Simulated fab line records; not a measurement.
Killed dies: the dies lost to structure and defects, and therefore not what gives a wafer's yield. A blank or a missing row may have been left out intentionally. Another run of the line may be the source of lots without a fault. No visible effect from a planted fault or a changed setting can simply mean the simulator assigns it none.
fab line records + flow nand_harc
record
- lots=11
- wafers=33
- last_day=33
route steps=1302 shown A_CHANNEL_HOLE_D2@586
lots that met no fault: taken from a fault-free run of the same line
start_h: start of the lot's first displayed wafer, in hours after the record's first day + wait_h: how many hours have passed since the lot's step before this one + " the same as in the row above + L1.1+2: several wafers, shown together as one row + - no value, or no start was given + * or withheld: withheld + < > ~ a bound
route shown NAME@n: a module of which the file shows steps, and the number in the route of the first + usual: average and standard deviation across the fault-free wafers + same: alike in all rows + chamber/n: place in a boat + sites: each site's reading + _std_site: how widely they spread, as a standard deviation + _edge_site: inner sites' mean taken away from outer sites' mean + radius_mm: for every site, how far away it sits from the centre of the wafer + mask NAME#n: copy n + behind: the last tool/chamber to shape the wafer + hold: the reason the lot was held/the length of the hold in hours/how it ended + device: whichever transistor did not switch (one of n, p or np) + end of line: the same wafers' tests at the end of the route + a step without rows: its recipe alone + killed: dies that structure and defects cost at the first sort, which is not the same as the wafer's yield + map: per-die view of a wafer (x killed, . not killed, _ where there is no die)
set.NAME: the setting that was run; set.NAME@STEP: the one run at that earlier step + model.NAME: the simulator's own value behind a step, which no gauge read
steps of the route over a sample of lots; a table a step, a row a wafer
services: from which hour (start_h, from the record's first day; less than 0 if before it) a tool's chamber was out of use, for how many hours, and why
## steps
# step NHARC_A_CHANNEL_HOLE_D2_ETCH_38
# recipe
- target_depth_a=390
- over_etch_frac=0.3
- time_s=65
- ion_energy_ev=80
- cf4_flow_sccm=150
- ar_flow_sccm=0
- rf_w=300
- bias_w=100
- chemistry=CF4
# usual
- drypump_motor_current_A=5.9/0.43
- oes_product_au=1.003/0.0069
- rf_vpp_V=151.6/1
- showerhead_plenum_p_Torr=1.79/0.058
- throttle_valve_pct=13.285/0.0088
| lot.wafer | tool        | chamber | start_h | wait_h | drypump_motor_current_A | oes_product_au | rf_hours_counter_h | rf_vpp_V | showerhead_plenum_p_Torr | throttle_valve_pct |
|-----------|-------------|---------|---------|--------|-------------------------|----------------|--------------------|----------|--------------------------|--------------------|
| L324.4    | rie_diel-10 | 1       | 277.86  | 0.1    | 5.0                     | 1.004          | 2.7                | 152.6    | 1.76                     | 13.293             |
| L324.3    | "           | 2       | "       | "      | 6.1                     | 1.014          | 3.1                | 150.1    | 1.70                     | 13.299             |
| L324.5    | "           | 0       | "       | "      | 6.2                     | 1.010          | -                  | 152.7    | 1.86                     | 13.305             |
| L326.3    | rie_diel-12 | 2       | 294.59  | 0.1    | 5.8                     | 1.006          | 3.1                | 152.7    | 1.81                     | 13.275             |
| L326.1    | "           | 1       | "       | "      | 5.6                     | 1.016          | 2.9                | 150.3    | 1.72                     | 13.283             |
| L326.5    | "           | 3       | "       | "      | 6.3                     | 0.999          | -                  | 151.7    | 1.79                     | 13.294             |
| L329.3    | rie_diel-12 | 0       | 323.41  | 0.1    | 6.6                     | 0.990          | 3.1                | 149.9    | 1.73                     | 13.284             |
| L329.1    | "           | 1       | "       | "      | 5.6                     | 1.002          | 3.7                | 150.3    | 1.72                     | 13.276             |
| L329.6    | "           | 0       | "       | "      | 6.7                     | 1.004          | -                  | 149.8    | 1.73                     | 13.284             |
| L330.3    | rie_diel-11 | 2       | 323.82  | 0.1    | 5.8                     | 0.996          | 4.4                | 153.7    | 1.81                     | 13.286             |
| L330.5    | "           | 3       | "       | "      | 5.3                     | 1.009          | -                  | 152.3    | 1.89                     | 13.279             |
| L330.6    | "           | 0       | "       | "      | 5.7                     | 1.020          | -                  | 153.6    | 1.80                     | 13.293             |
| L331.1    | rie_diel-11 | 0       | 347.00  | 0.1    | 5.7                     | 0.998          | 6.1                | 152.4    | 1.80                     | 13.276             |
| L331.4    | "           | 3       | "       | "      | 5.3                     | 1.008          | 5.6                | 152.7    | 1.89                     | 13.279             |
| L331.6    | "           | 1       | "       | "      | 6.0                     | 1.000          | -                  | 152.8    | 1.76                     | 13.295             |
| L332.3    | rie_diel-10 | 0       | 347.16  | 0.1    | 6.2                     | 1.011          | 7.5                | 151.8    | 1.85                     | 13.281             |
| L332.2    | "           | 1       | "       | "      | 5.0                     | 1.003          | 6.9                | 150.9    | 1.76                     | 13.272             |
| L332.4    | "           | 2       | "       | "      | 6.1                     | 1.010          | 7.9                | 150.2    | 1.70                     | 13.290             |
| L338.3    | rie_diel-12 | 3       | 410.23  | 0.1    | 6.3                     | 1.011          | 9.4                | 151.3    | 1.78                     | 13.282             |
| L338.4    | "           | 2       | "       | "      | 5.8                     | 0.999          | 8.9                | 152.5    | 1.81                     | 13.284             |
| L338.5    | "           | 0       | "       | "      | 6.6                     | 1.007          | -                  | 150.9    | 1.73                     | 13.275             |
| L340.1    | rie_diel-11 | 0       | 429.61  | 0.1    | 5.7                     | 1.012          | 0.5                | 151.0    | 1.80                     | 13.285             |
| L340.2    | "           | 3       | "       | "      | 5.3                     | 1.015          | 0.5                | 152.4    | 1.89                     | 13.261             |
| L340.5    | "           | 1       | "       | "      | 6.0                     | 1.000          | -                  | 151.6    | 1.76                     | 13.274             |
| L345.3    | rie_diel-10 | 0       | 479.17  | 0.1    | 6.2                     | 1.007          | 3.6                | 152.8    | 1.85                     | 13.285             |
| L345.2    | "           | 3       | "       | "      | 5.7                     | 1.012          | 3.3                | 153.2    | 1.89                     | 13.282             |
| L345.6    | "           | 0       | "       | "      | 6.1                     | 1.008          | -                  | 152.4    | 1.85                     | 13.285             |
| L346.3    | rie_diel-12 | 3       | 490.20  | 0.1    | 6.3                     | 1.006          | 3.2                | 151.8    | 1.78                     | 13.283             |
| L346.1    | "           | 0       | "       | "      | 6.7                     | 1.015          | 3.6                | 149.7    | 1.73                     | 13.279             |
| L346.4    | "           | 2       | "       | "      | 5.8                     | 1.007          | 3.8                | 151.8    | 1.81                     | 13.287             |
| L347.1    | rie_diel-10 | 2       | 492.22  | 0.1    | 6.1                     | 0.995          | 4.7                | 150.5    | 1.69                     | 13.281             |
| L347.3    | "           | 0       | "       | "      | 6.2                     | 0.999          | 4.3                | 152.4    | 1.85                     | 13.267             |
| L347.6    | "           | 3       | "       | "      | 5.7                     | 1.009          | -                  | 151.6    | 1.89                     | 13.285             |
# step NHARC_A_CHANNEL_HOLE_D2_ETCH_16
# recipe
- target_depth_a=31000
- over_etch_frac=0.3
- time_s=806
- ion_energy_ev=150
- o2_flow_sccm=400
- cos_flow_sccm=20
- ar_flow_sccm=0
- rf_w=500
- bias_w=300
- chemistry=O2/COS
# usual
- drypump_motor_current_A=5.8/0.42
- o2_flow_sccm=400.1/1.2
- oes_product_au=1.001/0.0074
- rf_vpp_V=314.7/1.7
- showerhead_plenum_p_Torr=3.17/0.11
- throttle_valve_pct=28.330/0.0084
| lot.wafer | tool        | chamber | start_h | wait_h | drypump_motor_current_A | o2_flow_sccm | oes_product_au | rf_hours_counter_h | rf_vpp_V | showerhead_plenum_p_Torr | throttle_valve_pct |
|-----------|-------------|---------|---------|--------|-------------------------|--------------|----------------|--------------------|----------|--------------------------|--------------------|
| L324.3    | rie_diel-10 | 2       | -       | -      | 6.1                     | 401.0        | 1.005          | 3.4                | 312.7    | 2.99                     | 28.328             |
| L324.4    | "           | 1       | "       | "      | 5.0                     | 399.4        | 0.992          | 2.9                | 313.8    | 3.10                     | 28.329             |
| L324.5    | "           | 3       | "       | "      | 5.8                     | 399.8        | 0.998          | -                  | 316.2    | 3.34                     | 28.340             |
| L326.3    | rie_diel-12 | 3       | -       | -      | 6.4                     | 401.6        | 0.988          | 3.0                | 315.4    | 3.15                     | 28.335             |
| L326.1    | "           | 0       | "       | "      | 6.7                     | 398.6        | 0.988          | 2.5                | 313.3    | 3.05                     | 28.316             |
| L326.5    | "           | 3       | "       | "      | 6.3                     | 401.6        | 0.985          | -                  | 315.1    | 3.15                     | 28.326             |
| L329.1    | rie_diel-12 | 3       | -       | -      | 6.3                     | 399.2        | 1.006          | 3.8                | 315.5    | 3.15                     | 28.343             |
| L329.3    | "           | 0       | "       | "      | 6.6                     | 399.1        | 0.997          | 3.5                | 314.0    | 3.05                     | 28.331             |
| L329.6    | "           | 3       | "       | "      | 6.4                     | 400.9        | 1.010          | -                  | 315.1    | 3.15                     | 28.313             |
| L330.3    | rie_diel-11 | 0       | -       | -      | 5.7                     | 402.0        | 1.007          | 4.8                | 314.2    | 3.19                     | 28.343             |
| L330.5    | "           | 3       | "       | "      | 5.3                     | 400.7        | 1.007          | -                  | 315.0    | 3.34                     | 28.308             |
| L330.6    | "           | 0       | "       | "      | 5.7                     | 402.0        | 1.003          | -                  | 315.2    | 3.19                     | 28.331             |
| L331.1    | rie_diel-11 | 3       | -       | -      | 5.3                     | 399.4        | 0.998          | 5.9                | 316.1    | 3.34                     | 28.353             |
| L331.4    | "           | 0       | "       | "      | 5.7                     | 400.1        | 0.992          | 6.4                | 316.2    | 3.19                     | 28.323             |
| L331.6    | "           | 3       | "       | "      | 5.3                     | 400.9        | 0.999          | -                  | 314.8    | 3.34                     | 28.326             |
| L332.3    | rie_diel-10 | 3       | -       | -      | 5.8                     | 401.5        | 0.989          | 8.5                | 316.3    | 3.33                     | 28.342             |
| L332.4    | "           | 0       | "       | "      | 6.2                     | 401.3        | 0.997          | 7.8                | 316.4    | 3.27                     | 28.336             |
| L332.2    | "           | 1       | "       | "      | 5.0                     | 400.6        | 0.996          | 7.3                | 314.0    | 3.10                     | 28.321             |
| L338.4    | rie_diel-12 | 2       | -       | -      | 5.8                     | 400.8        | 0.995          | 9.3                | 314.6    | 3.19                     | 28.323             |
| L338.3    | "           | 0       | "       | "      | 6.7                     | 399.1        | 0.993          | 8.0                | 313.9    | 3.05                     | 28.327             |
| L338.5    | "           | 2       | "       | "      | 5.8                     | 399.9        | 0.997          | -                  | 314.8    | 3.19                     | 28.328             |
| L340.1    | rie_diel-11 | 0       | -       | -      | 5.7                     | 399.2        | 1.012          | 0.7                | 314.8    | 3.18                     | 28.327             |
| L340.2    | "           | 2       | "       | "      | 5.8                     | 398.9        | 0.998          | 0.8                | 315.2    | 3.19                     | 28.353             |
| L340.5    | "           | 0       | "       | "      | 5.7                     | 399.2        | 1.012          | -                  | 315.0    | 3.18                     | 28.326             |
| L345.2    | rie_diel-10 | 3       | -       | -      | 5.8                     | 400.1        | 1.011          | 3.5                | 318.1    | 3.33                     | 28.339             |
| L345.3    | "           | 0       | "       | "      | 6.2                     | 400.8        | 0.993          | 4.0                | 317.7    | 3.27                     | 28.337             |
| L345.6    | "           | 1       | "       | "      | 5.0                     | 399.5        | 0.997          | -                  | 313.1    | 3.10                     | 28.339             |
| L346.1    | rie_diel-12 | 3       | -       | -      | 6.3                     | 397.6        | 1.010          | 3.4                | 315.0    | 3.15                     | 28.324             |
| L346.3    | "           | 0       | "       | "      | 6.6                     | 399.5        | 1.000          | 3.9                | 313.8    | 3.05                     | 28.318             |
| L346.4    | "           | 2       | "       | "      | 5.8                     | 399.6        | 1.009          | 4.0                | 315.2    | 3.19                     | 28.331             |
| L347.3    | rie_diel-10 | 3       | -       | -      | 5.7                     | 398.5        | 1.006          | 4.2                | 316.9    | 3.33                     | 28.342             |
| L347.1    | "           | 0       | "       | "      | 6.2                     | 400.5        | 0.999          | 4.6                | 315.8    | 3.27                     | 28.332             |
| L347.6    | "           | 0       | "       | "      | 6.2                     | 400.4        | 1.000          | -                  | 316.0    | 3.27                     | 28.322             |
# step NHARC_A_CHANNEL_HOLE_D2_ETCH_21
# recipe
- bias_v=3000
- source_w=withheld
- pressure_mtorr=20
- time_s=514.3
- ar_flow_sccm=375
- c4f8_flow_sccm=89.3
- o2_flow_sccm=35.7
- temp_c=-20
- target_depth_a=16000
- chemistry=C4F8/O2/Ar
# usual
- drypump_motor_current_A=5.7/0.68
- o2_flow_sccm=35.70/0.12
- showerhead_plenum_p_Torr=3.61/0.15
- throttle_valve_pct=32.155/0.0097
| lot.wafer | tool        | chamber | start_h | wait_h | drypump_motor_current_A | o2_flow_sccm | rf_hours_counter_h | showerhead_plenum_p_Torr | throttle_valve_pct |
|-----------|-------------|---------|---------|--------|-------------------------|--------------|--------------------|--------------------------|--------------------|
| L324.3    | har_etch-02 | 0       | 279.53  | 0.3    | 4.9                     | 35.64        | -                  | 3.49                     | 32.164             |
| L324.4    | "           | 1       | "       | "      | 5.1                     | 35.76        | -                  | 3.73                     | 32.155             |
| L324.5    | "           | 0       | "       | "      | 4.9                     | 35.77        | -                  | 3.49                     | 32.144             |
| L326.1    | har_etch-01 | 0       | 296.19  | 0.3    | 6.2                     | 35.55        | 162                | 3.50                     | 32.163             |
| L326.3    | "           | 0       | "       | "      | 6.2                     | 35.74        | -                  | 3.50                     | 32.145             |
| L326.5    | "           | 0       | "       | "      | 6.3                     | 35.61        | -                  | 3.50                     | 32.144             |
| L329.1    | har_etch-01 | 1       | 324.92  | 0.3    | 6.4                     | 35.84        | 177                | 3.61                     | 32.155             |
| L329.3    | "           | 0       | "       | "      | 6.3                     | 35.63        | -                  | 3.50                     | 32.169             |
| L329.6    | "           | 0       | "       | "      | 6.3                     | 35.75        | -                  | 3.50                     | 32.151             |
| L330.3    | har_etch-02 | 0       | 327.85  | 0.3    | 4.9                     | 35.69        | -                  | 3.47                     | 32.151             |
| L330.6    | "           | 1       | "       | "      | 5.1                     | 35.70        | -                  | 3.71                     | 32.143             |
| L330.5    | "           | 0       | "       | "      | 4.9                     | 35.81        | -                  | 3.47                     | 32.148             |
| L331.1    | har_etch-01 | 0       | 348.53  | 0.3    | 6.3                     | 35.71        | 192                | 3.49                     | 32.148             |
| L331.4    | "           | 1       | "       | "      | 6.5                     | 35.62        | -                  | 3.60                     | 32.159             |
| L331.6    | "           | 0       | "       | "      | 6.3                     | 35.77        | -                  | 3.49                     | 32.160             |
| L332.2    | har_etch-02 | 1       | 350.50  | 0.3    | 5.1                     | 35.97        | 408                | 3.71                     | 32.160             |
| L332.4    | "           | 0       | "       | "      | 4.9                     | 35.89        | -                  | 3.47                     | 32.144             |
| L332.3    | "           | 1       | "       | "      | 5.1                     | 35.90        | -                  | 3.70                     | 32.153             |
| L338.3    | har_etch-02 | 1       | 414.23  | 0.3    | 5.1                     | 35.57        | -                  | 3.69                     | 32.149             |
| L338.4    | "           | 0       | "       | "      | 4.9                     | 35.54        | -                  | 3.92                     | 32.166             |
| L338.5    | "           | 1       | "       | "      | 5.1                     | 35.75        | -                  | 3.69                     | 32.171             |
| L340.2    | har_etch-01 | 1       | 431.15  | 0.3    | 6.5                     | 35.76        | 242                | 3.58                     | 32.155             |
| L340.1    | "           | 0       | "       | "      | 6.3                     | 35.70        | 242                | 3.46                     | 32.145             |
| L340.5    | "           | 1       | "       | "      | 6.5                     | 35.74        | -                  | 3.58                     | 32.152             |
| L345.2    | har_etch-01 | 1       | 483.14  | 0.3    | 6.4                     | 35.50        | 277                | 3.56                     | 32.150             |
| L345.3    | "           | 1       | "       | "      | 6.4                     | 35.59        | -                  | 3.56                     | 32.158             |
| L345.6    | "           | 1       | "       | "      | 6.5                     | 35.68        | -                  | 3.56                     | 32.150             |
| L346.1    | har_etch-02 | 1       | 491.79  | 0.3    | 5.1                     | 35.64        | 69                 | 3.66                     | 32.161             |
| L346.4    | "           | 0       | "       | "      | 4.9                     | 35.66        | -                  | 3.89                     | 32.162             |
| L346.3    | "           | 1       | "       | "      | 5.1                     | 35.67        | -                  | 3.66                     | 32.157             |
| L347.1    | har_etch-01 | 0       | 493.73  | 0.3    | 6.3                     | 35.61        | 284                | 3.44                     | 32.169             |
| L347.3    | "           | 1       | "       | "      | 6.5                     | 35.82        | -                  | 3.55                     | 32.163             |
| L347.6    | "           | 0       | "       | "      | 6.3                     | 35.76        | -                  | 3.44                     | 32.148             |
# step NHARC_A_CHANNEL_HOLE_D2_STRIP_28
# recipe
- o2_flow_sccm=500
- ar_flow_sccm=0
- bias_w=0
- chemistry=O2
# usual
- chamber_pressure_mTorr=60.00/0.055
- drypump_motor_current_A=5.8/0.38
- o2_flow_sccm=500.2/1.6
- oes_product_au=1.003/0.0068
- rf_vpp_V=57.9/0.84
- showerhead_plenum_p_Torr=3.59/0.11
- throttle_valve_pct=17.036/0.0084
| lot.wafer | tool        | chamber | start_h | wait_h | chamber_pressure_mTorr | drypump_motor_current_A | o2_flow_sccm | oes_product_au | rf_hours_counter_h | rf_vpp_V | showerhead_plenum_p_Torr | throttle_valve_pct |
|-----------|-------------|---------|---------|--------|------------------------|-------------------------|--------------|----------------|--------------------|----------|--------------------------|--------------------|
| L324.4    | rie_diel-12 | 3       | 283.75  | -      | 60.02                  | 6.3                     | 501.8        | 0.997          | 2.4                | 56.4     | 3.56                     | 17.035             |
| L324.3    | "           | 2       | "       | "      | 60.00                  | 5.8                     | 497.7        | 1.003          | 3.0                | 58.3     | 3.61                     | 17.030             |
| L324.5    | "           | 3       | "       | "      | 59.89                  | 6.4                     | 500.1        | 0.999          | -                  | 58.6     | 3.56                     | 17.041             |
| L326.3    | rie_diel-11 | 1       | 300.54  | -      | 60.06                  | 6.1                     | 499.4        | 1.007          | 3.7                | 57.2     | 3.52                     | 17.034             |
| L326.1    | "           | 2       | "       | "      | 60.02                  | 5.8                     | 496.6        | 0.995          | 3.4                | 57.8     | 3.61                     | 17.039             |
| L326.5    | "           | 1       | "       | "      | 60.08                  | 6.0                     | 503.3        | 1.008          | -                  | 57.9     | 3.52                     | 17.040             |
| L329.1    | rie_diel-11 | 3       | 329.32  | -      | 60.01                  | 5.3                     | 498.6        | 1.009          | 4.8                | 58.6     | 3.77                     | 17.036             |
| L329.3    | "           | 2       | "       | "      | 60.00                  | 5.8                     | 498.4        | 1.006          | 5.0                | 57.2     | 3.61                     | 17.033             |
| L329.6    | "           | 3       | "       | "      | 60.04                  | 5.3                     | 498.5        | 1.002          | -                  | 57.8     | 3.77                     | 17.025             |
| L330.3    | rie_diel-11 | 0       | 332.13  | -      | 59.93                  | 5.7                     | 499.5        | 1.006          | 5.5                | 58.9     | 3.60                     | 17.027             |
| L330.6    | "           | 2       | "       | "      | 59.99                  | 5.8                     | 500.2        | 1.012          | -                  | 58.7     | 3.61                     | 17.034             |
| L330.5    | "           | 3       | "       | "      | 60.10                  | 5.3                     | 500.3        | 1.010          | -                  | 57.9     | 3.77                     | 17.037             |
| L331.1    | rie_diel-11 | 1       | 352.98  | -      | 59.99                  | 6.0                     | 498.3        | 1.000          | 6.8                | 57.8     | 3.52                     | 17.034             |
| L331.4    | "           | 2       | "       | "      | 59.91                  | 5.8                     | 499.6        | 0.996          | 6.3                | 58.4     | 3.61                     | 17.033             |
| L331.6    | "           | 0       | "       | "      | 60.10                  | 5.7                     | 503.4        | 1.017          | -                  | 60.0     | 3.60                     | 17.054             |
| L332.4    | rie_diel-12 | 0       | 354.81  | -      | 59.99                  | 6.7                     | 500.4        | 1.003          | 4.5                | 58.2     | 3.45                     | 17.054             |
| L332.2    | "           | 2       | "       | "      | 60.04                  | 5.8                     | 500.9        | 0.995          | 6.0                | 57.2     | 3.61                     | 17.029             |
| L332.3    | "           | 3       | "       | "      | 59.98                  | 6.3                     | 501.6        | 0.987          | 5.6                | 58.8     | 3.56                     | 17.049             |
| L338.4    | rie_diel-11 | 0       | 418.57  | -      | 63.08                  | 5.7                     | 499.8        | 0.999          | 0.0                | 59.0     | 3.60                     | 17.034             |
| L338.3    | "           | 1       | "       | "      | 63.19                  | 6.0                     | 499.9        | 0.989          | 0.1                | 57.5     | 3.51                     | 17.030             |
| L338.5    | "           | 3       | "       | "      | 63.20                  | 5.3                     | 501.8        | 1.004          | -                  | 57.7     | 3.76                     | 17.044             |
| L340.1    | rie_diel-11 | 2       | 435.55  | -      | 63.10                  | 5.8                     | 500.2        | 1.012          | 1.1                | 56.7     | 3.61                     | 17.035             |
| L340.2    | "           | 0       | "       | "      | 63.10                  | 5.7                     | 500.2        | 1.013          | 1.2                | 57.9     | 3.60                     | 17.052             |
| L340.5    | "           | 2       | "       | "      | 63.17                  | 5.8                     | 498.3        | 1.011          | -                  | 58.6     | 3.61                     | 17.044             |
| L345.3    | rie_diel-12 | 2       | 487.46  | -      | 60.04                  | 5.8                     | 497.2        | 1.005          | 3.6                | 58.9     | 3.61                     | 17.032             |
| L345.2    | "           | 1       | "       | "      | 59.97                  | 5.7                     | 499.9        | 1.003          | 4.0                | 57.2     | 3.43                     | 17.041             |
| L345.6    | "           | 3       | "       | "      | 59.87                  | 6.3                     | 501.2        | 0.998          | -                  | 56.4     | 3.56                     | 17.035             |
| L346.3    | rie_diel-11 | 3       | 496.17  | -      | 59.98                  | 5.3                     | 497.7        | 1.003          | 3.3                | 58.2     | 3.76                     | 17.047             |
| L346.1    | "           | 0       | "       | "      | 60.00                  | 5.7                     | 500.8        | 1.005          | 3.7                | 58.6     | 3.59                     | 17.024             |
| L346.4    | "           | 3       | "       | "      | 60.01                  | 5.3                     | 500.4        | 0.994          | -                  | 58.5     | 3.76                     | 17.024             |
| L347.1    | rie_diel-11 | 3       | 498.17  | -      | 60.06                  | 5.3                     | 500.2        | 1.007          | 3.5                | 58.2     | 3.76                     | 17.037             |
| L347.3    | "           | 0       | "       | "      | 60.00                  | 5.7                     | 499.9        | 1.009          | 3.8                | 58.1     | 3.59                     | 17.034             |
| L347.6    | "           | 2       | "       | "      | 60.02                  | 5.8                     | 499.0        | 1.006          | -                  | 57.4     | 3.61                     | 17.040             |
## services
| tool        | chamber | start_h | hours | kind   |
|-------------|---------|---------|-------|--------|
| rie_diel-11 | 0       | 265.00  | -     | clean  |
| rie_diel-11 | 1       | 265.00  | -     | clean  |
| rie_diel-11 | 2       | 265.00  | -     | clean  |
| rie_diel-11 | 3       | 265.00  | -     | clean  |
| rie_diel-12 | 0       | 274.54  | 6.6   | repair |
| rie_diel-11 | 0       | 289.50  | -     | clean  |
| rie_diel-11 | 1       | 289.50  | -     | clean  |
| rie_diel-11 | 2       | 289.50  | -     | clean  |
| rie_diel-11 | 3       | 289.50  | -     | clean  |
| rie_diel-10 | 3       | 307.66  | 5.8   | repair |
| rie_diel-11 | 0       | 314.07  | -     | clean  |
| rie_diel-11 | 1       | 314.07  | -     | clean  |
| rie_diel-11 | -       | 358.20  | 1.2   | repair |
| har_etch-02 | -       | 358.22  | 17.0  | pm     |
| rie_diel-12 | 0       | 370.86  | 6.4   | repair |
| rie_diel-11 | 1       | 393.85  | 5.9   | repair |
| rie_diel-10 | -       | 395.81  | 9.0   | pm     |
| rie_diel-11 | -       | 408.50  | 9.0   | pm     |
| rie_diel-10 | 1       | 414.03  | 4.6   | repair |
| rie_diel-12 | -       | 421.40  | 9.0   | pm     |
| rie_diel-10 | 0       | 421.79  | 16.5  | repair |
| rie_diel-12 | -       | 478.98  | 0.1   | repair |
| rie_diel-12 | 3       | 479.97  | 5.8   | repair |
| rie_diel-11 | 1       | 494.12  | 7.3   | repair |
## key
first_sign
- step=NHARC_A_CHANNEL_HOLE_D2_STRIP_28
- reading=chamber_pressure_mTorr
- direction=up
- sigmas=57
- usual=60.00
- struck=63.14
effect none on later readings
met_at NHARC_A_CHANNEL_HOLE_D2_STRIP_28
struck_lots L338,L340
tester_left_out L338,L340
not_acting_at NHARC_A_CHANNEL_HOLE_D2_ETCH_38,NHARC_A_CHANNEL_HOLE_D2_ETCH_16,NHARC_A_CHANNEL_HOLE_D2_ETCH_21
onset_between 352.98 418.57
fault
- kind=process_parameter_drift
- tool=rie_diel-11
- chamber=-
- onset_h=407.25
- steps=NHARC_A_CHANNEL_HOLE_D2_STRIP_28
- channel=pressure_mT
- offset=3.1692
- shape=step
- end_h=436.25
- acts_in=these_recipes_only
- stated=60
# tester_left_out: of these lots the tester's yield and bins aren't shown, on N5 and GAA mostly nor the transistor test; their killed dies are dies lost to structure and defects alone, not to doping, threshold or leakage, so they don't give the yield
